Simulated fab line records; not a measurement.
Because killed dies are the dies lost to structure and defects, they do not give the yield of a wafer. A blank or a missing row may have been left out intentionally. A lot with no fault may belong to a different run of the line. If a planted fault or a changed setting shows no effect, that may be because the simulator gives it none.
Chamber matching :: flow nand_harc :: NHARC_P_M1_DEP_33 on pecvd-02 has 3 sister chambers
The step deposits SiCN, target thk 30 nm. 27 wafers are shown with their chamber, then 12 later ones without.

EACH WAFER AND ITS CHAMBER
wafer: L074.2
chamber: 2
heater_power_w (W): 504

wafer: L074.4
chamber: 0
heater_power_w (W): 593

wafer: L074.6
chamber: 2
heater_power_w (W): 501

wafer: L076.4
chamber: 2
heater_power_w (W): 475

wafer: L076.5
chamber: 1
heater_power_w (W): 588

wafer: L076.6
chamber: 0
heater_power_w (W): 621

wafer: L078.2
chamber: 0
heater_power_w (W): 586

wafer: L078.4
chamber: 2
heater_power_w (W): 480

wafer: L078.5
chamber: 1
heater_power_w (W): 509

wafer: L077.1
chamber: 1
heater_power_w (W): 572

wafer: L077.3
chamber: 2
heater_power_w (W): 485

wafer: L077.5
chamber: 1
heater_power_w (W): 576

wafer: L081.1
chamber: 2
heater_power_w (W): 484

wafer: L081.3
chamber: 1
heater_power_w (W): 593

wafer: L081.6
chamber: 1
heater_power_w (W): 571

wafer: L082.1
chamber: 1
heater_power_w (W): 608

wafer: L082.2
chamber: 2
heater_power_w (W): 444

wafer: L082.4
chamber: 1
heater_power_w (W): 620

wafer: L083.1
chamber: 1
heater_power_w (W): 550

wafer: L083.2
chamber: 2
heater_power_w (W): 448

wafer: L083.3
chamber: 0
heater_power_w (W): 501

wafer: L085.1
chamber: 0
heater_power_w (W): 595

wafer: L085.2
chamber: 1
heater_power_w (W): 590

wafer: L085.5
chamber: 1
heater_power_w (W): 592

wafer: L086.3
chamber: 1
heater_power_w (W): 591

wafer: L086.4
chamber: 0
heater_power_w (W): 527

wafer: L086.5
chamber: 1
heater_power_w (W): 589

SIGNATURES (averages over the wafers above)
reading: heater_power_w
chamber 0: 570.50
chamber 1: 580.69
chamber 2: 477.62
scatter within a chamber: 31
Rule: distance of a wafer from a chamber = root of the sum over the readings of ((wafer's reading minus chamber's mean) / reading's scatter) squared. The wafer belongs to the nearest chamber; if the next one is less than 2 further off, it can't be placed. How the scatter is found: for the shown wafers, subtract from each reading the mean of its chamber, square and add these, divide the total by (wafers less chambers), then take the root.

WAFERS WHOSE CHAMBER IS MISSING
wafer: L087.1
heater_power_w (W): 479

wafer: L087.2
heater_power_w (W): 514

wafer: L087.6
heater_power_w (W): 614

wafer: L090.1
heater_power_w (W): 506

wafer: L090.5
heater_power_w (W): 525

wafer: L090.6
heater_power_w (W): 545

wafer: L091.1
heater_power_w (W): 526

wafer: L091.4
heater_power_w (W): 522

wafer: L091.5
heater_power_w (W): 541

wafer: L093.2
heater_power_w (W): 529

wafer: L093.3
heater_power_w (W): 552

wafer: L093.6
heater_power_w (W): 567

CHAMBER TAKEN BY EACH
wafer: L087.1
from the rows above: 2
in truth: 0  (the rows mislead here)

wafer: L087.2
from the rows above: can't be placed: 2 or 0 or 1
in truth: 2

wafer: L087.6
from the rows above: can't be placed: 1 or 0
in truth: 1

wafer: L090.1
from the rows above: can't be placed: 2 or 0 or 1
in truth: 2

wafer: L090.5
from the rows above: can't be placed: 0 or 2 or 1
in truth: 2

wafer: L090.6
from the rows above: can't be placed: 0 or 1 or 2
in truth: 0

wafer: L091.1
from the rows above: can't be placed: 0 or 2 or 1
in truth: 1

wafer: L091.4
from the rows above: can't be placed: 2 or 0 or 1
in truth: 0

wafer: L091.5
from the rows above: can't be placed: 0 or 1 or 2
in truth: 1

wafer: L093.2
from the rows above: can't be placed: 0 or 2 or 1
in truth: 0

wafer: L093.3
from the rows above: can't be placed: 0 or 1 or 2
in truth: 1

wafer: L093.6
from the rows above: can't be placed: 0 or 1
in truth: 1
Placed correctly: 0 of 12. Cannot be placed on the basis of these rows: 11; the candidates contain the true chamber in 11. Wrongly placed: 1.
